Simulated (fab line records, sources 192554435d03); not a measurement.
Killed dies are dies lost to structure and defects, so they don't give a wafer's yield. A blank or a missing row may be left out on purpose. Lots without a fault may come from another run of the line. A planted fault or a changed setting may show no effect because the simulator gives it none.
Which tool did it? | flow n5_finfet | 11 lots, 31 wafers sampled, at 5 steps of a route of 1938

WHAT THE GAUGES READ, wafer by wafer
N5_BEOL_M0_RS_MEAS_126: measures by four-point-probe. Usual: M0_RS 0.536 ohm/sq, standard deviation 0.023.
lot  | measured     | on            | M0_RS (ohm/sq)    | flag
L324 | day 5 23:35  | film_metro-02 | 0.540 0.570 0.517 |
L327 | day 6 19:59  | film_metro-02 | 0.577 0.538 0.538 |
L330 | day 7 10:14  | film_metro-01 | 0.557 0.508 0.558 |
L333 | day 8 04:47  | film_metro-01 | 0.525 0.530 0.493 |
L335 | day 8 20:55  | film_metro-02 | 0.574 0.576 0.575 |
L336 | day 9 02:17  | film_metro-01 | 0.549 0.496 0.528 |
L342 | day 10 13:44 | film_metro-01 | 0.528 0.536 0.507 |
L343 | day 10 15:14 | film_metro-02 | 0.517 0.545 0.513 |
L344 | day 11 01:14 | film_metro-01 | 0.560 0.532 0.527 |
L346 | day 11 09:38 | film_metro-01 | 0.529 0.567       |
L347 | day 11 23:48 | film_metro-01 | 0.515 0.548       |

N5_BEOL_M1_OVL_MEAS_12. Usual: M1_OVL -0.1 nm, standard deviation 0.61.
lot  | measured     | on         | M1_OVL (nm)    | flag
L324 | day 6 00:42  | overlay-01 | -0.1 0.5 0.1   |
L327 | day 6 21:13  | overlay-02 | 0.1 1.2 0.9    |
L330 | day 7 11:43  | overlay-02 | -0.8 0.2 -1.2  |
L333 | day 8 05:29  | overlay-01 | -0.4 -0.3 -0.6 |
L335 | day 8 22:16  | overlay-02 | -0.1 0.3 -0.4  |
L336 | day 9 03:35  | overlay-01 | 0.1 -0.4 0.8   |
L342 | day 10 16:25 | overlay-02 | -1.3 -0.1 -0.4 |
L343 | day 10 16:31 | overlay-02 | 0.4 1.2 -0.3   |
L344 | day 11 02:05 | overlay-01 | 0.2 0.9 0.8    |
L346 | day 11 12:32 | overlay-01 | -0.3 -0.2      |
L347 | day 12 00:30 | overlay-02 | 0.3 0.5        |

N5_BEOL_M4_RC_MEAS_101. Usual: DIBL_N 35.0 mV/V, standard deviation 2.4; DIBL_P 35.4 mV/V, standard deviation 2.8; IOFF_N 0.14 nA/um, standard deviation 0.045; IOFF_P 0.20 nA/um, standard deviation 0.048; ION_N 667 uA/um, standard deviation 19; ION_P 460 uA/um, standard deviation 11; SS_N 71.2 mV/dec, standard deviation 0.71; SS_P 73.1 mV/dec, standard deviation 0.86; VT_N 252 mV, standard deviation 4.6; VT_P -251 mV, standard deviation 3.4.
lot  | measured     | on        | DIBL_N (mV/V)  | DIBL_P (mV/V)  | IOFF_N (nA/um) | IOFF_P (nA/um) | ION_N (uA/um) | ION_P (uA/um) | SS_N (mV/dec)  | SS_P (mV/dec)  | VT_N (mV)   | VT_P (mV)      | flag
L324 | day 8 04:15  | prober-01 | 33.3 31.0 35.2 | 34.5 32.4 38.2 | 0.13 0.10 0.17 | 0.18 0.16 0.25 | 651 664 688   | 451 467 481   | 70.5 70.0 70.3 | 73.0 72.4 73.1 | 249 253 246 | -251 -251 -246 |
L327 | day 8 14:15  | prober-02 | 37.4 37.7 38.5 | 38.2 37.8 39.6 | 0.21 0.21 0.21 | 0.25 0.24 0.27 | 689 677 676   | 473 462 464   | 72.0 71.7 71.7 | 73.7 74.5 74.2 | 246 246 247 | -248 -248 -248 |
L330 | day 9 16:17  | prober-02 | 42.5 38.6 32.1 | 42.8 37.4 28.8 | 0.35 0.20 0.09 | 0.39 0.24 0.13 | 724 685 630   | 490 470 441   | 73.3 71.9 70.5 | 75.2 74.0 70.5 | 239 246 260 | -242 -247 -256 |
L333 | day 9 20:46  | prober-02 | 33.0 36.3 32.5 | 34.0 37.1 33.9 | 0.11 0.16 0.10 | 0.16 0.20 0.16 | 653 671 642   | 447 453 447   | 71.5 72.5 70.7 | 72.6 73.0 72.7 | 256 251 259 | -253 -250 -255 |
L335 | day 10 13:55 | prober-01 | 38.7 35.9 34.5 | 37.5 35.9 33.4 | 0.18 0.15 0.12 | 0.22 0.21 0.16 | 668 667 667   | 449 465 455   | 72.1 70.9 70.5 | 74.2 74.0 72.8 | 247 247 255 | -251 -250 -255 |
L336 | day 10 22:53 | prober-02 | 34.3 32.4 35.7 | 35.8 33.3 38.3 | 0.14 0.12 0.16 | 0.20 0.17 0.24 | 673 661 665   | 469 462 465   | 71.1 70.8 71.5 | 73.4 72.3 73.6 | 251 253 250 | -251 -253 -250 |
L342 | day 12 18:01 | prober-02 | 35.5 37.3 39.6 | 36.3 39.7 41.9 | 0.14 0.21 0.24 | 0.22 0.28 0.33 | 646 700 681   | 451 482 467   | 71.1 71.8 73.0 | 73.3 73.5 75.0 | 253 242 243 | -249 -243 -245 |
L343 | day 12 12:53 | prober-02 | 39.2 34.4 37.5 | 41.4 30.3 36.4 | 0.22 0.11 0.17 | 0.33 0.14 0.21 | 688 631 666   | 483 437 456   | 71.9 71.8 71.4 | 74.8 72.3 74.4 | 243 258 249 | -246 -258 -252 |
L344 | day 12 18:19 | prober-01 | 31.2 35.9 32.0 | 31.0 34.0 33.4 | 0.07 0.13 0.08 | 0.13 0.16 0.18 | 635 634 628   | 448 435 445   | 70.2 71.8 71.0 | 72.3 72.8 72.4 | 263 257 260 | -256 -255 -252 |
L346 | day 13 14:25 | prober-02 | 33.1 36.3      | 36.2 39.3      | 0.12 0.19      | 0.18 0.23      | 654 702       | 457 479       | 71.3 72.0      | 72.9 74.1      | 253 243     | -251 -248      |
L347 | day 13 23:25 | prober-01 | 34.6 33.8      | 35.6 34.3      | 0.14 0.11      | 0.20 0.17      | 681 656       | 471 450       | 70.7 70.9      | 73.5 73.0      | 251 256     | -252 -256      |

WHICH TOOL RAN EACH LOT (tool, then ch and the chambers of the sampled wafers, then the start)
lot  | N5_BEOL_M0_ANNEAL_135        | N5_BEOL_M1_ETCH_64
L324 | pvd_sputter-01, day 5 21:17  | rie_diel-02 ch 1,2,3, day 6 00:52
L327 | pvd_sputter-01, day 6 18:53  | rie_diel-02 ch 1,3, day 6 21:23
L330 | pvd_sputter-01, day 7 09:08  | rie_diel-01 ch 0,1,2, day 7 13:24
L333 | pvd_sputter-01, day 8 03:43  | rie_diel-01 ch 2,3, day 8 05:38
L335 | pvd_sputter-01, day 8 19:25  | rie_diel-01 ch 2,3, day 8 22:26
L336 | pvd_sputter-03, day 9 01:13  | rie_diel-06 ch 1,2,3, day 9 04:03
L342 | pvd_sputter-03, day 10 12:36 | rie_diel-02 ch 0,3, day 10 16:35
L343 | pvd_sputter-03, day 10 14:09 | rie_diel-06 ch 0,1,3, day 10 16:43
L344 | pvd_sputter-02, day 10 23:50 | rie_diel-02 ch 0,3, day 11 02:16
L346 | pvd_sputter-03, day 11 08:16 | rie_diel-06 ch 0,2, day 11 12:42
L347 | pvd_sputter-01, day 11 22:36 | rie_diel-06 ch 0,2, day 12 00:40
- N5_BEOL_M0_ANNEAL_135: time 60 s.
- N5_BEOL_M1_ETCH_64: etches SOC in N2/H2, target depth 75 nm, overetch 15 nm, time 112.5 s.

WHAT THE TOOLS THEMSELVES READ (means of the sampled wafers that have a number; where no wafer has one, the mark that the record gives instead)
N5_BEOL_M0_ANNEAL_135. Usual: heater_power_w 855 W, standard deviation 110.
lot  | tool           | heater_power_w (W) | flag
L324 | pvd_sputter-01 | 874                |
L327 | pvd_sputter-01 | 811                |
L330 | pvd_sputter-01 | 806                |
L333 | pvd_sputter-01 | 785                |
L335 | pvd_sputter-01 | 775                |
L336 | pvd_sputter-03 | 937                |
L342 | pvd_sputter-03 | 977                |
L343 | pvd_sputter-03 | 931                |
L344 | pvd_sputter-02 | 895                |
L346 | pvd_sputter-03 | 918                |
L347 | pvd_sputter-01 | 838                |

N5_BEOL_M1_ETCH_64. Usual: drypump_motor_current_A 5.8 A, standard deviation 0.43; oes_product_au 0.62 a.u., standard deviation 0.069; rf_fwd_power_W 836.6 W, standard deviation 2.4; rf_vpp_V 524 V, standard deviation 3; showerhead_plenum_p_Torr 2.53 Torr, standard deviation 0.1; throttle_valve_pct 17.8 %, standard deviation 0.31.
lot  | tool        | drypump_motor_current_A (A) | oes_product_au (a.u.) | rf_fwd_power_W (W) | rf_vpp_V (V) | showerhead_plenum_p_Torr (Torr) | throttle_valve_pct (%) | flag
L324 | rie_diel-02 | 5.7                         | 0.65                  | 834.6              | 525          | 2.57                            | 17.7                   |
L327 | rie_diel-02 | 6.1                         | 0.62                  | 837.4              | 523          | 2.53                            | 17.9                   |
L330 | rie_diel-01 | 5.5                         | 0.62                  | 836.5              | 525          | 2.55                            | 17.7                   |
L333 | rie_diel-01 | 5.8                         | 0.55                  | 971.7              | 496          | 2.41                            | 17.8                   | OFF
L335 | rie_diel-01 | 5.8                         | 0.54                  | 972.9              | 497          | 2.41                            | 17.8                   | OFF
L336 | rie_diel-06 | 6.1                         | 0.66                  | 834.9              | 521          | 2.47                            | 17.9                   |
L342 | rie_diel-02 | 5.9                         | 0.55                  | 834.4              | 524          | 2.56                            | 18.0                   |
L343 | rie_diel-06 | 6.3                         | 0.65                  | 837.3              | 522          | 2.53                            | 17.8                   |
L344 | rie_diel-02 | 6.1                         | 0.55                  | 834.6              | 522          | 2.48                            | 18.0                   |
L346 | rie_diel-06 | 6.5                         | 0.56                  | 836.6              | 522          | 2.53                            | 18.2                   |
L347 | rie_diel-06 | 6.4                         | 0.55                  | 835.9              | 524          | 2.53                            | 18.2                   |

THE ANSWER, worked out from the rows above alone
Rule: a lot is off if the mean of its wafers that have a number lies more than 3 standard deviations from the usual mean. A lot without any number at a reading at which 4 lots or more have one is off too. The other lots that the step has rows for count as sound. The gauges are gone through in route order, then the tools' own readings, and for those a lot's mean is taken as printed above. The first step at which some lot is off is used, and at that step the reading that is off furthest; a lot without a number counts as furthest.
Off: L333, L335, at N5_BEOL_M1_ETCH_64 (rf_fwd_power_W).
A tool fits if, at that step or a process step before it, it ran every lot that is off, and no sound lot after the first of them. One fits: rie_diel-01 at N5_BEOL_M1_ETCH_64. Its last sound lot is L330 (day 7 13:24), its first lot that is off L333 (day 8 05:38): a fault that began between those two fits.
The tool's own readings at N5_BEOL_M1_ETCH_64 bear it out: on the lots that are off they differ by more than 5 times the standard deviation of the sound lots' means. rf_fwd_power_W reads 972.3 W there against 835.8 W on the sound lots; rf_vpp_V reads 496 V there against 523 V on the sound lots.

WHAT THE SIMULATOR HAD PUT IN
Process parameter drift: rie_diel-01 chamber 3, from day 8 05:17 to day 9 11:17, at N5_BEOL_M1_ETCH_64. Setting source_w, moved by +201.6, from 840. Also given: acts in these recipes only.
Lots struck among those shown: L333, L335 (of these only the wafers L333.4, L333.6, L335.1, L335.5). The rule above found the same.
